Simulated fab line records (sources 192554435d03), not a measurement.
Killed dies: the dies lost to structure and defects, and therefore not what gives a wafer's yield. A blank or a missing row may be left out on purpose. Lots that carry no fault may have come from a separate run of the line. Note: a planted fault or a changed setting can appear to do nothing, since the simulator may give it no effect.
Split-lot trial + flow n5_finfet + route with 1938 steps; 7 lots, 21 wafers read

SPLIT DETAILS
At N5_BEOL_M5_COAT_05 (resist thk 30 nm), the setting spin_rpm was moved away from the recipe's 1500 rpm on 7 of the 21 wafers read, by -5.5% to +3.5%. This setting was run at the recipe's value on the other wafers.

The reading is taken at the split's own step.

THE READING
CAR-EUV_of_BEOL_M5_COAT_05.thk_nm (the simulator's own value, which no gauge read), in nm, at N5_BEOL_M5_COAT_05 (resist thk 30 nm). There is no usual value for it anywhere in the file. Across the 14 wafers here that went through the recipe, the average is 30.1 nm and the standard deviation 0.12 nm.

| wafer  | tool, chamber at the split | spin_rpm as run, rpm | against the recipe | CAR-EUV_of_BEOL_M5_COAT_05.thk_nm, nm | against lot-mates on the recipe |
|--------|----------------------------|----------------------|--------------------|---------------------------------------|---------------------------------|
| L079.1 | litho_track-02, 0          | 1500                 | recipe             | 30.2                                  | -                               |
| L079.4 | litho_track-02, 0          | 1500                 | recipe             | 30.2                                  | -                               |
| L079.6 | litho_track-02, 0          | 1500                 | recipe             | 30.2                                  | -                               |
| L080.2 | litho_track-02, 0          | 1500                 | recipe             | 30.2                                  | -                               |
| L080.3 | litho_track-02, 0          | 1500                 | recipe             | 30.2                                  | -                               |
| L080.6 | litho_track-02, 0          | 1500                 | recipe             | 30                                    | -                               |
| L083.2 | litho_track-01, 0          | 1553                 | +3.5%              | 29.4                                  | -0.6                            |
| L083.3 | litho_track-01, 0          | 1500                 | recipe             | 30                                    | -                               |
| L083.4 | litho_track-01, 0          | 1553                 | +3.5%              | 29.6                                  | -0.4                            |
| L086.4 | litho_track-01, 0          | 1450                 | -3.3%              | 30.6                                  | +0.4                            |
| L086.5 | litho_track-01, 0          | 1450                 | -3.3%              | 30.6                                  | +0.4                            |
| L086.6 | litho_track-01, 0          | 1500                 | recipe             | 30.2                                  | -                               |
| L088.1 | litho_track-02, 0          | 1500                 | recipe             | 30                                    | -                               |
| L088.4 | litho_track-02, 0          | 1500                 | recipe             | 30                                    | -                               |
| L088.6 | litho_track-02, 0          | 1445                 | -3.7%              | 30.6                                  | +0.6                            |
| L089.4 | litho_track-02, 0          | 1500                 | recipe             | 30                                    | -                               |
| L089.5 | litho_track-02, 0          | 1417                 | -5.5%              | 30.8                                  | +0.8                            |
| L089.6 | litho_track-02, 0          | 1417                 | -5.5%              | 31                                    | +1.0                            |
| L094.2 | litho_track-02, 0          | 1500                 | recipe             | 29.8                                  | -                               |
| L094.3 | litho_track-02, 0          | 1500                 | recipe             | 30                                    | -                               |
| L094.6 | litho_track-02, 0          | 1500                 | recipe             | 30                                    | -                               |

FIT RESULTS
A straight line over all 21 wafers: CAR-EUV_of_BEOL_M5_COAT_05.thk_nm changes by -0.154 nm for each +1% of spin_rpm; r = -0.96; the points scatter about the line by 0.12 nm.
The same after taking each lot's own level away (the mean of its wafers on the recipe; 21 wafers): -0.15 nm for each +1%; r = -0.98; scatter 0.082 nm.
According to that fit, moving spin_rpm by its largest amount changes the reading by 0.83 nm.
The lots' own levels span 29.93 to 30.20 nm, that is 2.2 times the standard deviation above.
Consequently the slope shifts little with the lot-to-lot level, the two slopes agreeing.
Check: +0.846 nm against its lot-mates is what the line predicts for one of the wafers moved furthest among these (-5.5%) when that wafer is left out of the fit. It came out at +0.8 nm against them.

OTHER SPLITS APPLIED TO THESE WAFERS
Other splits were also applied to these wafers ahead of the reading. Each is held against what the fit with the lots' levels taken away leaves over:
| other split on the same wafers | wafers away from the commonest value | r with CAR-EUV_of_BEOL_M5_COAT_05.thk_nm (lot level and that fit taken away) |
|--------------------------------|--------------------------------------|------------------------------------------------------------------------------|
| N5_BEOL_M3_EXPOSE_08 dose_mj   | 9                                    | +0.28                                                                        |
| N5_BEOL_M4_COAT_05 spin_rpm    | 10                                   | +0.29                                                                        |
| N5_BEOL_M4_EXPOSE_08 dose_mj   | 8                                    | +0.34                                                                        |
| N5_BEOL_M4_EXPOSE_25 dose_mj   | 7                                    | +0.13                                                                        |

FILE'S OWN FIT
CAR-EUV_of_BEOL_M5_COAT_05.thk_nm changes by -0.152 nm for each +1% of spin_rpm, r = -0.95.
